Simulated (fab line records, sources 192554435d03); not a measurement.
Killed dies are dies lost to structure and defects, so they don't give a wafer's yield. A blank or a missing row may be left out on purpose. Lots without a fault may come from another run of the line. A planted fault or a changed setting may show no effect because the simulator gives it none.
A struck lot beside a sound one | flow n5_finfet | 40 steps out of a route of 1938
Sound: wafers L398.1, L398.2, L398.3. Struck: wafer L397.2. (L397.1, L397.6 of the same lot were not struck and are left out.) The cause comes at the end.
At each step with rows: each side's tool, then ch and its chambers, then its first start. Under that, the readings that differ: sound wafers | struck wafers | difference of the means | sigmas: that difference in standard deviations of wafers without a fault.
alike: readings whose means differ by less than 2 such deviations, and words and numbers that are the same on both sides. not compared: withheld readings, readings that some wafer has no value for, bounds like >300 that may hide the same value, and numbers for which the record gives no deviation and whose values overlap.
The two part at a step that has a row with sigmas, a row that says differs or no value, or rows on one side only. Numbers that don't overlap but have no deviation are shown without sigmas and don't part them. A reading that every wafer of one side lacks parts them only if that side has two wafers or more.

first, 11 steps without rows for these wafers: N5_STI_FIN_REVEAL_ALD_14 (deposits Si3N4, target thk 3 nm); N5_STI_FIN_REVEAL_FCVD_FILL_01 (material SiO2 flowable, target thk 312 nm, time 512.2 s); N5_STI_FIN_REVEAL_DENSIFY_02 (time 1800 s); N5_STI_FIN_REVEAL_CMP_04 (polishes, stops on Si3N4, t overpolish 4 s, target thk 131.83 nm); N5_STI_FIN_REVEAL_DENSIFY_30; N5_STI_FIN_REVEAL_ETCHBACK_08 (etches SiO2 in C4F6/O2, target depth 30.5 nm, time 10.167 s); N5_STI_FIN_REVEAL_STRIP_24 (strips in N2/H2, time 90 s); N5_STI_FIN_REVEAL_PRECLEAN_25 (cleans in SPM, time 90 s); N5_STI_FIN_REVEAL_PRECLEAN_26 (cleans in SC1, time 45 s); N5_STI_FIN_REVEAL_PRECLEAN_29 (cleans in DHF, time 30 s); N5_STI_FIN_REVEAL_SRD_12 (time 30 s).
N5_STI_FIN_REVEAL_RECESS_09: chemistry HF/NH3, target SiO2, afs cycles 11, target depth 42.5 nm, sublimation time 60 s.
  sound on vapor_etch-02 ch 0,1, day 7 11:16; struck on vapor_etch-01 ch 0, day 7 05:57
  reading    | sound             | struck | difference | sigmas
  temp_c (C) | 30.06 30.05 30.15 | 32.90  | +2.81      | +28
  alike: drypump_motor_current_A, sublimation_temp_c
then, 10 steps without rows for these wafers: N5_STI_FIN_REVEAL_STRIP_16 (strips SiNx in H3PO4, target depth 23.8 nm); N5_STI_FIN_REVEAL_PRECLEAN_17 (cleans in NF3:NH3, afs cycles 1, time 20 s, sublimation time 60 s); N5_STI_FIN_REVEAL_ETCH_34 (etches Si in H2, material Si, target depth 0.97 nm); N5_STI_FIN_REVEAL_OXIDATION_31 (chemistry O2 PLASMA REMOTE, time 20 s); N5_STI_FIN_REVEAL_PRECLEAN_32 (cleans in NF3:NH3, afs cycles 1, time 20 s, sublimation time 60 s); N5_STI_FIN_REVEAL_STRIP_35 (strips Si3N4 in H3PO4, target depth 4 nm, time 39 s); N5_STI_FIN_REVEAL_SRD_21 (time 30 s); N5_STI_FIN_REVEAL_OXIDATION_33 (chemistry O2 PLASMA REMOTE, time 20 s); N5_STI_FIN_REVEAL_CLEAN_19 (cleans in O3/DIW, time 120 s); N5_STI_FIN_REVEAL_SRD_23 (time 30 s).
N5_STI_FIN_REVEAL_FIN_H_MEAS_10:
  sound on ocd-01, day 7 14:01; struck on ocd-02, day 7 08:38
  reading              | sound          | struck | difference | sigmas
  trench_depth_nm (nm) | 52.3 52.7 53.8 | 49.5   | -3.4       | -4
then, 15 steps without rows for these wafers: N5_STI_FIN_REVEAL_PRECLEAN_18 (cleans in SC2, time 45 s); N5_STI_FIN_REVEAL_SRD_28 (time 30 s); N5_DUMMY_GATE_PRECLEAN_00 (cleans in O3/DIW, time 60 s); N5_DUMMY_GATE_SRD_01 (time 30 s); N5_DUMMY_GATE_ALD_02 (deposits SiO2, target thk 2 nm, pulse time 1 s); N5_DUMMY_GATE_CVD_03 (deposits a-Si from SiH4, target thk 150 nm, time 8042 s); N5_DUMMY_GATE_PRECLEAN_46 (cleans in DIW, time 89.5 s); N5_DUMMY_GATE_SRD_47 (dry time 32 s); N5_DUMMY_GATE_CMP_04 (polishes a-Si); N5_DUMMY_GATE_HM_DEP_06 (deposits SiNx from DCS/NH3, target thk 80 nm, time 5141 s); N5_DUMMY_GATE_PECVD_30 (deposits SiO2 from TEOS/O2, target thk 55 nm, time 10.8 s); N5_DUMMY_GATE_COAT_34 (time 60 s, resist thk 60 nm); N5_DUMMY_GATE_COAT_35 (time 60 s, resist thk 10 nm); N5_DUMMY_GATE_COAT_28 (time 60 s, resist thk 10 nm); N5_DUMMY_GATE_COAT_09 (resist thk 30 nm).
-- the record jumps here: 6 days lie between the struck wafers' starts before and after (it left off in module DUMMY_GATE and takes up again in module BEOL_M4, whose first step shown is number 1111 of the route) --
N5_BEOL_M4_RC_MEAS_101:
  sound on prober-01 ch 0, day 13 14:53; struck on prober-01 ch 0, day 12 22:20
  reading        | sound          | struck | difference | sigmas
  IOFF_N (nA/um) | 0.13 0.18 0.19 | 0.30   | +0.13      | +4
  ION_N (uA/um)  | 659 696 704    | 638    | -48        | -3
  ION_P (uA/um)  | 445 467 475    | 436    | -26        | -3
  SS_N (mV/dec)  | 71.5 71.8 71.7 | 76.2   | +4.5       | +6
  alike: DIBL_N, DIBL_P, IOFF_P, SS_P, VT_N, VT_P
-- the record jumps here: 5 days lie between the struck wafers' starts before and after (it left off in module BEOL_M4 and takes up again in module PASSIVATION, whose first step shown is number 1936 of the route) --
N5_PASSIVATION_PROBE_49:
  sound on prober-01, day 17 17:59; struck on prober-02, day 17 12:29
  reading                | sound          | struck | difference | sigmas
  sort_bin_4_leakage (%) | 0 0 0          | 0.59   | +0.59      | +84
  sort_bin_8_speed (%)   | 0 0 0          | 7.20   | +7.20      | +72
  sort_n_pass            | 1063 1084 1080 | 986    | -90        | -4
  sort_yield_pct (%)     | 90.1 91.9 91.5 | 83.6   | -7.6       | -4
  alike: defect_limited_yield, killed_at_M0_to_M3, killed_at_M4_up, killed_at_contacts, killed_at_front_end, killed_at_other, killed_dies, killed_open, killed_short, sort_bin_5_function, sort_bin_6_memory

WHERE THEY PART
First at N5_STI_FIN_REVEAL_RECESS_09; last, within this record, at N5_PASSIVATION_PROBE_49.

WHY: what the simulator had put in
Process parameter drift: vapor_etch-01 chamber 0, from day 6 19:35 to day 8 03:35, at N5_STI_FIN_REVEAL_RECESS_09. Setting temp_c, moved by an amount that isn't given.
